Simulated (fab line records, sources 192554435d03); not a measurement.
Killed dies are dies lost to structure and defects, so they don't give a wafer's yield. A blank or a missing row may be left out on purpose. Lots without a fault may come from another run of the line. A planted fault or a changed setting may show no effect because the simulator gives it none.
One fault seen from 3 desks | flow n5_finfet | each desk has only its own numbers; what lay behind them comes last

THE TOOL OWNER'S DESK: pecvd-03
The tool's own readings at N5_BEOL_M7_ILD_DEP_00 (deposits SiCOH lowk from DEMS/porogen, target thk 179.75 nm, time 33.4 s): means of the sampled wafers that have a number, for each lot that ran on this tool. A lot is out of limits, marked OUT, if its mean lies more than 4 standard deviations from the usual mean; the brackets give that distance.
Columns: A = heater_power_outer_w at N5_BEOL_M7_ILD_DEP_00, usual 154 W; B = heater_power_w at N5_BEOL_M7_ILD_DEP_00, usual 328 W; C = showerhead_plenum_p_Torr at N5_BEOL_M7_ILD_DEP_00, usual 5.756 Torr; D = susceptor_temp_C at N5_BEOL_M7_ILD_DEP_00, usual 299.97 C; E = throttle_valve_pct at N5_BEOL_M7_ILD_DEP_00, usual 13.8 %
lot  | first seen here | A   | B   | C     | D                 | E
L783 | day 8 22:43     | 165 | 390 | 5.758 | 299.93            | 13.1
L785 | day 9 07:56     | 136 | 308 | 5.756 | 299.84            | 13.3
L791 | day 10 20:31    | 141 | 323 | 5.750 | 300.10            | 13.2
L792 | day 11 02:30    | 129 | 284 | 5.756 | 300.03            | 13.3
L794 | day 11 13:59    | 142 | 315 | 5.757 | 300.29            | 13.3
L795 | day 11 14:28    | 152 | 335 | 5.755 | 298.62 (-6.7) OUT | 13.5
L796 | day 12 13:19    | 163 | 344 | 5.762 | 298.45 (-7.6) OUT | 13.5
L806 | day 15 03:58    | 129 | 307 | 5.749 | 299.91            | 13.6
This desk's finding: out of limits on L795, L796; first on L795, day 11 14:28 (susceptor_temp_C at N5_BEOL_M7_ILD_DEP_00). In limits: L783, L785, L791, L792, L794, L806.

THE DEFECT DESK
What the inspections along the route counted, lot by lot: means of the sampled wafers that have a number. A lot is out of limits, marked OUT, if its mean lies more than 4 standard deviations from the usual mean; the brackets give that distance.
Columns: A = raw_defect_count at N5_BEOL_M6_INSPECT_58, usual 72
lot  | first seen here | A
L783 | day 8 22:41     | 94
L784 | day 9 05:08     | 65
L785 | day 9 07:54     | 116
L787 | day 9 19:52     | 65
L791 | day 10 20:28    | 67
L792 | day 11 02:28    | 44
L794 | day 11 13:57    | 94
L795 | day 11 14:26    | 49
L796 | day 12 13:16    | 128
L799 | day 12 21:54    | 63
L805 | day 15 02:57    | 48
L806 | day 15 03:56    | 61
This desk's finding: nothing out of limits on any of the 12 lots.

THE METROLOGY DESK
What the gauges read, lot by lot, whatever tool the lot ran on: means of the sampled wafers that have a number. A lot is out of limits, marked OUT, if its mean lies more than 4 standard deviations from the usual mean; the brackets give that distance.
Columns: A = M6_RS at N5_BEOL_M6_RS_MEAS_57, usual 0.289 ohm/sq
lot  | first seen here | A
L783 | day 8 22:40     | 0.282
L784 | day 9 05:07     | 0.297
L785 | day 9 07:52     | 0.293
L787 | day 9 19:50     | 0.288
L791 | day 10 20:27    | 0.303
L792 | day 11 02:26    | 0.282
L794 | day 11 13:55    | 0.280
L795 | day 11 14:25    | 0.293
L796 | day 12 13:14    | 0.293
L799 | day 12 21:52    | 0.278
L805 | day 15 02:55    | 0.280
L806 | day 15 03:55    | 0.279
This desk's finding: nothing out of limits on any of the 12 lots.

PUT TOGETHER
The tool owner's desk could have raised an alarm at day 11 14:28, on L795, L796.
The defect desk saw nothing out of limits.
The metrology desk saw nothing out of limits.
The defect desk has L795, L796 on record, within its limits.
The metrology desk has L795, L796 on record, within its limits.
Of the lots named, all ran N5_BEOL_M7_ILD_DEP_00 on pecvd-03.

WHAT THE SIMULATOR HAD PUT IN
Process parameter drift: pecvd-03, from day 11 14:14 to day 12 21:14, at N5_BEOL_M7_ILD_DEP_00. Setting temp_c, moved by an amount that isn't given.
Lots struck among those shown: L795, L796.
Hours from the fault's start to each desk's first reading out of limits: the tool owner's desk, 0.
